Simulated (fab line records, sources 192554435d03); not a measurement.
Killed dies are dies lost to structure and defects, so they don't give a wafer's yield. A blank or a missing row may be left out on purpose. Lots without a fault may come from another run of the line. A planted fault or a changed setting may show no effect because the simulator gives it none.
A struck lot beside a sound one | flow n5_finfet | 26 steps out of a route of 1938
Sound: wafers L707.2, L707.3, L707.6. Struck: wafers L722.3, L722.4, L722.5. The cause comes at the end.
At each step with rows: each side's tool, then ch and its chambers, then its first start. Under that, the readings that differ: sound wafers | struck wafers | difference of the means | sigmas: that difference in standard deviations of wafers without a fault.
alike: readings whose means differ by less than 2 such deviations, and words and numbers that are the same on both sides. not compared: withheld readings, readings that some wafer has no value for, bounds like >300 that may hide the same value, and numbers for which the record gives no deviation and whose values overlap.
The two part at a step that has a row with sigmas, a row that says differs or no value, or rows on one side only. Numbers that don't overlap but have no deviation are shown without sigmas and don't part them. A reading that every wafer of one side lacks parts them only if that side has two wafers or more.

first, 5 steps without rows for these wafers: N5_DUMMY_GATE_PRECLEAN_33 (cleans in dHF, time 10 s); N5_DUMMY_GATE_PRECLEAN_25 (cleans in O3/DIW, time 45 s); N5_DUMMY_GATE_PRECLEAN_51 (cleans in SC2, time 45 s); N5_DUMMY_GATE_SRD_26 (time 30 s); N5_DUMMY_GATE_UV_OZONE_45 (time 120 s).
N5_DUMMY_GATE_INSPECT_27: inspects for defects (brightfield).
  sound on defect_inspect-01, day 3 08:04; struck on defect_inspect-02, day 7 09:22
  alike: raw_defect_count
N5_SPACER0_ALD_07: deposits SiNx, target thk 2 nm.
  sound on ald_sin-01 ch 1,2,3, day 3 09:45; struck on ald_sin-01 ch 0,2, day 7 09:24
  alike: heater_power_w
N5_SPACER0_ALD_00: deposits SiOCN, target thk 3.5 nm, pulse time 3 s, purge time 2 s.
  sound on ald_sin-01 ch 1,2,3, day 3 09:54; struck on ald_sin-01 ch 0,2, day 7 09:33
  alike: heater_power_w, precursor_pulse_height_rel
N5_SPACER0_ALD_08: deposits SiNx, target thk 2 nm.
  sound on ald_sin-01 ch 1,2,3, day 3 10:10; struck on ald_sin-01 ch 0,2, day 7 09:49
  alike: heater_power_w
N5_SPACER0_INSPECT_04: inspects for defects (darkfield).
  sound on defect_inspect-02, day 3 10:19; struck on defect_inspect-01, day 7 09:58
  alike: raw_defect_count
then, 2 steps without rows for these wafers: N5_SD_EPI_N_COAT_32 (time 60 s, resist thk 350 nm); N5_SD_EPI_N_COAT_33 (time 60 s, resist thk 35 nm).
N5_SD_EPI_N_COAT_03: resist thk 150 nm.
  sound on litho_track-01 ch 0, day 3 10:21; struck on litho_track-05 ch 0, day 7 10:00
  reading                                             | sound                | struck               | difference | sigmas
  spin_speed_rpm (rpm)                                | 1501.9 1500.5 1500.3 | 1421.5 1421.0 1421.0 | -79.7      | -87
  model.CAR-ArF-block_of_SD_EPI_N_COAT_03.thk_nm (nm) | 150.4 150.2 150.4    | 154 154 154.2        | +4         |
then, 5 steps without rows for these wafers: N5_SD_EPI_N_EBR_05; N5_SD_EPI_N_SOFTBAKE_04 (time 60 s); N5_SD_EPI_N_EXPOSE_06 (exposes mask SD N BLK, target cd 120 nm); N5_SD_EPI_N_PEB_07 (peb time 60 s); N5_SD_EPI_N_DEVELOP_08 (develop time 30 s).
N5_SD_EPI_N_CD_MEAS_09: target cd 120 nm.
  sound on cd_sem-03 ch 0, day 3 10:43; struck on cd_sem-02 ch 0, day 7 10:14
  alike: cd_nm
N5_SD_EPI_N_OVL_MEAS_10:
  sound on overlay-01 ch 0, day 3 10:44; struck on overlay-02 ch 0, day 7 10:16
  alike: SD_N_BLK_OVL
N5_SD_EPI_N_INSPECT_11: inspects for defects (macro).
  sound on defect_inspect-02, day 3 10:46; struck on defect_inspect-01, day 7 10:17
  alike: raw_defect_count
N5_SD_EPI_N_DESCUM_14: chemistry O2, time 7.9 s.
  sound on rie_diel-05 ch 2,3, day 3 10:50; struck on rie_diel-05 ch 0,3, day 7 10:29
  alike: drypump_motor_current_A, oes_product_au, rf_vpp_V, showerhead_plenum_p_Torr, temp_c, throttle_valve_pct
  not compared: rf_hours_counter_h
N5_SD_EPI_N_ETCH_34: etches SiARC in CF4, target depth 45.5 nm, time 75.8 s.
  sound on rie_diel-05 ch 2,3, day 3 10:53; struck on rie_diel-05 ch 0,3, day 7 10:31
  reading                                             | sound             | struck          | difference | sigmas
  model.CAR-ArF-block_of_SD_EPI_N_COAT_03.thk_nm (nm) | 111.4 111.2 111.4 | 115 115.2 115.4 | +4         |
  alike: drypump_motor_current_A, etch_rf_on_time_s, oes_product_au, rf_vpp_V, showerhead_plenum_p_Torr, throttle_valve_pct
  not compared: rf_hours_counter_h
N5_SD_EPI_N_ETCH_35: etches SOC in N2/H2, overetch 108 nm, time 486 s.
  sound on rie_diel-05 ch 2,3, day 3 10:56; struck on rie_diel-05 ch 0,3, day 7 10:35
  alike: drypump_motor_current_A, oes_product_au, rf_vpp_V, showerhead_plenum_p_Torr, temp_c, throttle_valve_pct
  not compared: rf_hours_counter_h
-- the record jumps here: 5 days lie between the struck wafers' starts before and after (it left off in module SD_EPI_N and takes up again in module BEOL_M4, whose first step shown is number 1111 of the route) --
N5_BEOL_M4_RC_MEAS_101:
  sound on prober-01 ch 0, day 8 05:04; struck on prober-01 ch 0, day 12 02:09
  alike: DIBL_N, DIBL_P, IOFF_N, IOFF_P, ION_N, ION_P, SS_N, SS_P, VT_N, VT_P
N5_PASSIVATION_PROBE_49:
  the record has rows for the sound wafers here (prober-01, day 12 08:11) and none for the struck ones

WHERE THEY PART
First at N5_SD_EPI_N_COAT_03; last, within this record, at N5_PASSIVATION_PROBE_49.

WHY: what the simulator had put in
Process parameter drift: litho_track-05, from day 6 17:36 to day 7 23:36, at N5_SD_EPI_N_COAT_03. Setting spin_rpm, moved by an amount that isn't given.
